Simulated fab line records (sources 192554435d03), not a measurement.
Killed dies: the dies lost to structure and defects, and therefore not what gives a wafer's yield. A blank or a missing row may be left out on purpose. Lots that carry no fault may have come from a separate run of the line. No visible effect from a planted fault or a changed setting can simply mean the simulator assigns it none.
Split-lot trial	flow n5Finfet	21 wafers read across 7 lots, on a route 1938 steps long

## THE SPLIT ITSELF
At N5_BEOL_M15_EXPOSE_25 (exposes mask M15, target cd 400 nm), the setting doseMj was moved away from the recipe's 35.5 on 9 of the 21 wafers read, by -2.5% to +5.0%. All remaining wafers had this setting at the recipe value.

## FROM THE SPLIT TO THE READING: what the file shows between them, 3 steps
- N5_BEOL_M15_PEB_26: peb time 90 s
- N5_BEOL_M15_DEVELOP_27: develop time 45 s
- N5_BEOL_M15_HARDBAKE_32: time 120 s

## THE READING
cdNm (nm) at N5_BEOL_M15_CD_MEAS_28, where the cd target is 407.6 nm. Fault-free wafers of this fab line usually give 408.1 nm, standard deviation 1.8 nm.

wafer	tool, chamber at the split	doseMj as run	against the recipe	cdNm, nm	against lot-mates on the recipe
L078.2	krfScanner-02, 0	35.5	recipe	412.1	-
L078.4	krfScanner-02, 0	35.5	recipe	407.0	-
L078.6	krfScanner-02, 0	35.5	recipe	409.5	-
L081.2	krfScanner-02, 0	35.5	recipe	411.2	-
L081.3	krfScanner-02, 0	35.5	recipe	410.7	-
L081.4	krfScanner-02, 0	37.29	+5.0%	418.8	+7.9
L083.2	krfScanner-01, 0	36.98	+4.2%	413.9	+5.2
L083.4	krfScanner-01, 0	36.98	+4.2%	413.7	+5.0
L083.5	krfScanner-01, 0	35.5	recipe	408.7	-
L085.1	krfScanner-02, 0	35.5	recipe	407.3	-
L085.2	krfScanner-02, 0	36.8	+3.7%	414.5	+7.2
L085.3	krfScanner-02, 0	36.8	+3.7%	412.6	+5.3
L089.1	krfScanner-01, 0	34.61	-2.5%	405.7	-1.1
L089.3	krfScanner-01, 0	35.5	recipe	406.8	-
L089.5	krfScanner-01, 0	34.61	-2.5%	401.9	-4.9
L092.1	krfScanner-01, 0	35.5	recipe	410.0	-
L092.3	krfScanner-01, 0	35.5	recipe	408.8	-
L092.6	krfScanner-01, 0	35.5	recipe	407.3	-
L095.3	krfScanner-02, 0	35.5	recipe	408.2	-
L095.5	krfScanner-02, 0	37.22	+4.8%	416.2	+8.0
L095.6	krfScanner-02, 0	37.22	+4.8%	418.6	+10.4

THE FIT
A straight line over all 21 wafers: cdNm changes by +1.63 nm for each +1% of doseMj; r = +0.91; the points scatter about the line by 1.8 nm.
The same after taking each lot's own level away (the mean of its wafers on the recipe; 21 wafers): +1.56 nm for each +1%; r = +0.94; scatter 1.4 nm.
The reading moves by 7.8 nm for the largest change in doseMj, on that fit.
From 406.80 to 410.95 nm: that is the span of the lots' own levels, equal to 2.3 times the standard deviation above.
The two slopes agree, so the slope changes little with the lot-to-lot level.
Check: for one of the wafers moved furthest among these (+5.0%), held out of the fit, the line's prediction against its lot-mates is +8.04 nm. Against them it came out at +7.85 nm.

## OTHER SPLITS ON THESE WAFERS
Other splits were also applied to these wafers ahead of the reading. Each is held against what the fit with the lots' levels taken away leaves over:
other split on the same wafers	wafers away from the commonest value	r with cdNm (lot level and that fit taken away)
N5_BEOL_M14_TRENCH_ETCH_34 timeS	9	-0.11

## THE WHOLE CHAIN: every reading that the file lists as answering this split, in the file's order
step	what it does	reading	change (the file's fit)	r (the file's)
N5_BEOL_M15_CD_MEAS_28	target cd 407.6 nm	cdNm	+1.58 nm for each +1% of the setting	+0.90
N5_BEOL_M15_DESCUM_33	chemistry O2, time 7.9 s	BEOL_M15.cdNm (the simulator's own value, which no gauge read)	+1.54 nm for each +1% of the setting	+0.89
N5_BEOL_M15_ETCH_61	etches BARC in N2/H2, target depth 89 nm, overetch 26.7 nm, time 67.9 s	BEOL_M15.cdNm (the simulator's own value, which no gauge read)	+1.6 nm for each +1% of the setting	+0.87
N5_BEOL_M15_TRENCH_ETCH_34	etches SiO2 in C4F8/O2/Ar, target depth 872.93 nm, time 199 s	BEOL_M15.cdNm (the simulator's own value, which no gauge read)	+1.66 nm for each +1% of the setting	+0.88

## THE FILE'S OWN FIT
cdNm changes by +1.58 nm for each +1% of doseMj, r = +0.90.
